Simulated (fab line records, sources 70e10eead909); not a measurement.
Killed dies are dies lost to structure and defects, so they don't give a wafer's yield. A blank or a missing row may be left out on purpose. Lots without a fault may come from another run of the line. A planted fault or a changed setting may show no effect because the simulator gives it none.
A struck lot beside a sound one | flow nand_harc | 14 steps out of a route of 1302
Sound: wafers L208.2, L208.5, L208.6. Struck: wafers L226.3, L226.4, L226.6. The cause comes at the end.
At each step with rows: each side's tool, then ch and its chambers, then its first start. Under that, the readings that differ: sound wafers | struck wafers | difference of the means | sigmas: that difference in standard deviations of wafers without a fault.
alike: readings whose means differ by less than 2 such deviations, and words and numbers that are the same on both sides. not compared: withheld readings, readings that some wafer has no value for, bounds like >300 that may hide the same value, and numbers for which the record gives no deviation and whose values overlap.
The two part at a step that has a row with sigmas, a row that says differs or no value, or rows on one side only. Numbers that don't overlap but have no deviation are shown without sigmas and don't part them. A reading that every wafer of one side lacks parts them only if that side has two wafers or more.

NHARC_A_SGD_CUT_ETCH_15: etches the open film in CH3F/O2, target depth 75 nm, time 64.3 s.
  sound on rie_diel-01 ch 0,1; struck on rie_diel-10 ch 0,2,3
  alike: drypump_motor_current_A, oes_product_au, rf_fwd_power_W, rf_vpp_V, showerhead_plenum_p_Torr, throttle_valve_pct
  not compared: rf_hours_counter_h
NHARC_A_SGD_CUT_ETCH_16: etches the open film in C4F8/O2/Ar, target depth 310.5 nm, time 155.2 s.
  sound on rie_diel-01 ch 0,2; struck on rie_diel-10 ch 0,1,3
  reading               | sound             | struck            | difference | sigmas
  oes_product_au (a.u.) | 0.970 0.972 0.978 | 0.939 0.943 0.944 | -0.031     | -3
  alike: rf_fwd_power_W, rf_vpp_V
  not compared: rf_hours_counter_h
then, 1 step without rows for these wafers: NHARC_A_SGD_CUT_STRIP_60 (strips in C4F8/O2/Ar).
NHARC_A_SGD_CUT_STRIP_17: strips in O2.
  sound on rie_diel-01 ch 1,2; struck on rie_diel-10 ch 1,2,3
  alike: drypump_motor_current_A, oes_product_au, rf_vpp_V, showerhead_plenum_p_Torr, throttle_valve_pct
  not compared: rf_hours_counter_h
then, 4 steps without rows for these wafers: NHARC_A_SGD_CUT_PRECLEAN_18 (cleans in SC1); NHARC_A_SGD_CUT_SRD_19; NHARC_A_SGD_CUT_DEP_20 (deposits SiO2, target thk 150 nm); NHARC_A_SGD_CUT_ANNEAL_27 (time 1800 s).
NHARC_A_SGD_CUT_CMP_21: polishes, target thk 148.19 nm.
  sound on cmp-01 ch 0,1,2, day 21 09:29; struck on cmp-03 ch 0,2, day 28 14:46
  alike: motor_current_A, time_to_endpoint_s
NHARC_A_SGD_CUT_THK_MEAS_22: measures by ellipsometry.
  sound on film_metro-02, day 21 09:40; struck on film_metro-01, day 28 15:02
  alike: thk_nm
then, 2 steps without rows for these wafers: NHARC_A_SGD_CUT_SRD_23; NHARC_A_SGD_CUT_ETCH_26 (etches SiO2 in dHF, target depth 45.8 nm).
NHARC_A_SGD_CUT_ETCHBACK_24: etches the open film in CH3F/O2, target depth 50 nm, time 92.857 s.
  sound on rie_diel-12 ch 0,3, day 21 09:54; struck on rie_diel-10 ch 0,2, day 28 15:17
  no value came back on the struck wafers for any of 8 readings (bias_w (W), ch3f_flow_sccm (sccm) and others); on the sound wafers bias_w (W) reads 100.2 99.9 100.1
  not compared: rf_hours_counter_h
NHARC_A_SGD_CUT_STRIP_28: strips in O2, time 20 s.
  sound on rie_diel-12 ch 2,3; struck on rie_diel-10 ch 0,2, day 28 15:25
  reading               | sound             | struck            | difference | sigmas
  oes_product_au (a.u.) | 0.982 0.982 0.987 | 1.015 1.003 1.003 | +0.023     | +3
  alike: drypump_motor_current_A, rf_vpp_V, showerhead_plenum_p_Torr, throttle_valve_pct
  not compared: rf_hours_counter_h

WHERE THEY PART
First at NHARC_A_SGD_CUT_ETCH_16; last, within this record, at NHARC_A_SGD_CUT_STRIP_28.

WHY: what the simulator had put in
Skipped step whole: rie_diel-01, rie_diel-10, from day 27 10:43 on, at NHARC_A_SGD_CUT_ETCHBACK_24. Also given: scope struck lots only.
